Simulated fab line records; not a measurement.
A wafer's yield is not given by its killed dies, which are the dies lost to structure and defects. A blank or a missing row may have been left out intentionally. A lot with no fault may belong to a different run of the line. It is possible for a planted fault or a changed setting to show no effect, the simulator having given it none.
Which tool is to blame?	flow nand-harc	6 lots, 18 wafers sampled, at 5 steps of a route of 1302

WHAT THE GAUGES SHOWED, per wafer
NHARC_END_SORT_01.
lot	measured	on	killed-at-array
L500	day 31 01:16	prober-01	72 64 76

EACH LOT AND THE TOOL THAT RAN IT (in order: tool; ch and the chambers of the sampled wafers; start)
lot	NHARC_P_CONTACT_CVD_23	NHARC_THIN_TSV_ETCHBACK_48	NHARC_THIN_TSV_DEGAS_49	NHARC_THIN_TSV_ANNEAL_52
L495	cvd-w-01 ch 0,1, day 6 07:34	rie-diel-09 ch 0,2,3, day 24 13:37	pvd-sputter-01, day 24 14:07	rtp-anneal-02 ch 0, day 24 15:26
L498	cvd-w-02 ch 0,1, day 7 12:04	rie-diel-13 ch 0,3, day 25 02:43	pvd-sputter-03, day 25 03:15	rtp-anneal-02 ch 0, day 25 04:31
L500	cvd-w-02 ch 0,1, day 8 13:29	rie-diel-05 ch 1,3, day 30 10:18	pvd-sputter-02, day 30 10:48	rtp-anneal-01 ch 0, day 30 11:59
L509	cvd-w-02 ch 0, day 12 02:03	rie-diel-09 ch 0,2, day 30 22:21	pvd-sputter-02, day 30 22:50	rtp-anneal-01 ch 0, day 31 00:01
L512	cvd-w-02 ch 0,1, day 13 16:10	rie-diel-05 ch 0,1,3, day 31 09:56	pvd-sputter-01, day 31 10:23	rtp-anneal-01 ch 0, day 31 11:35
L516	cvd-w-01 ch 0,1, day 15 04:35	rie-diel-09 ch 1,2,3, day 33 04:50	pvd-sputter-03, day 33 05:20	rtp-anneal-01 ch 0, day 33 06:38
- NHARC_P_CONTACT_CVD_23: deposits W, target thk 200 nm, time 557 s.
- NHARC_THIN_TSV_ETCHBACK_48: etches the open film in C4F8/Ar, target depth 1028.5 nm, time 405.17 s.
- NHARC_THIN_TSV_DEGAS_49: time 120 s.
- NHARC_THIN_TSV_ANNEAL_52: time 90 s.

THE ANSWER, worked out from the rows above alone
Rule: the lots themselves supply what counts as usual. The widest of any qualifying gaps counts: lots, ordered by their means at a reading, are off when they make up no more than a third of the lots, leave a main group of 4 or more, and stand apart from it by 3 or more times the standard deviation of that group's means. A main group whose means are all the same, to the digits that the tables above print for the reading, isn't used. A lot without any number at a reading at which 4 lots or more have one is off too. All remaining lots with rows at the step are treated as sound.
Across all readings shown, no lot is off: no conclusion can be drawn from this.

WHAT THE SIMULATOR PUT IN
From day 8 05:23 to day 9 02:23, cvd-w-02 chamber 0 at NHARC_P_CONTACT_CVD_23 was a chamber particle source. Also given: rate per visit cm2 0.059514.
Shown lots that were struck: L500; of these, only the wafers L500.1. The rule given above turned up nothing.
